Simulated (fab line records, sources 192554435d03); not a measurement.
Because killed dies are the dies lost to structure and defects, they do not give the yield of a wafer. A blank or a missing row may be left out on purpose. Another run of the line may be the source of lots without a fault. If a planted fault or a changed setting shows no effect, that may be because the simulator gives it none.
Chamber matching :: flow n5Finfet :: N5_WELL_APT_DESCUM_13 on rieDiel-06: 4 sister chambers
The step chemistry O2, time 7.9 s. 8 wafers are shown with their chamber, then 7 later ones without.

== WAFERS, EACH WITH ITS CHAMBER ==
wafer: L081.2
chamber: 0
drypumpMotorCurrentA (A): 5.8
showerheadPlenumPTorr (Torr): 1.98

wafer: L081.6
chamber: 1
drypumpMotorCurrentA (A): 5.5
showerheadPlenumPTorr (Torr): 2.01

wafer: L082.2
chamber: 1
drypumpMotorCurrentA (A): 5.5
showerheadPlenumPTorr (Torr): 2.01

wafer: L082.6
chamber: 2
drypumpMotorCurrentA (A): 4.9
showerheadPlenumPTorr (Torr): 2.17

wafer: L086.1
chamber: 0
drypumpMotorCurrentA (A): 5.7
showerheadPlenumPTorr (Torr): 1.97

wafer: L086.5
chamber: 3
drypumpMotorCurrentA (A): 5.0
showerheadPlenumPTorr (Torr): 2.02

wafer: L095.1
chamber: 3
drypumpMotorCurrentA (A): 5.0
showerheadPlenumPTorr (Torr): 2.02

wafer: L095.3
chamber: 2
drypumpMotorCurrentA (A): 4.9
showerheadPlenumPTorr (Torr): 2.16

== WAFERS WHOSE CHAMBER IS MISSING ==
wafer: L095.4
drypumpMotorCurrentA (A): 5.5
showerheadPlenumPTorr (Torr): 2.00

wafer: L096.2
drypumpMotorCurrentA (A): 5.0
showerheadPlenumPTorr (Torr): 2.02

wafer: L096.4
drypumpMotorCurrentA (A): 5.5
showerheadPlenumPTorr (Torr): 2.00

wafer: L096.6
drypumpMotorCurrentA (A): 5.0
showerheadPlenumPTorr (Torr): 2.02

wafer: L097.1
drypumpMotorCurrentA (A): 5.5
showerheadPlenumPTorr (Torr): 2.00

wafer: L097.5
drypumpMotorCurrentA (A): 5.5
showerheadPlenumPTorr (Torr): 2.00

wafer: L097.6
drypumpMotorCurrentA (A): 4.9
showerheadPlenumPTorr (Torr): 2.15

== CHAMBER TAKEN BY EACH ==
wafer: L095.4
from the rows above: 1
in truth: 1

wafer: L096.2
from the rows above: 3
in truth: 3

wafer: L096.4
from the rows above: 1
in truth: 1

wafer: L096.6
from the rows above: 3
in truth: 3

wafer: L097.1
from the rows above: 1
in truth: 1

wafer: L097.5
from the rows above: 1
in truth: 1

wafer: L097.6
from the rows above: 2
in truth: 2
7 of 7 placed correctly. Can't be placed from these rows: 0. Wrongly placed: 0.
How it was worked out, from the rows above alone: a wafer's distance from a chamber is the root of the sum, over the readings, of the square of ((its reading less the chamber's mean) divided by the reading's scatter). The wafer belongs to the nearest chamber; if the next one is less than 2 further off, it can't be placed. Each chamber's mean is taken over the wafers shown for it. The scatter is the square root of a quotient: the sum, over the shown wafers, of each reading's squared deviation from its chamber's mean, divided by wafers minus chambers.
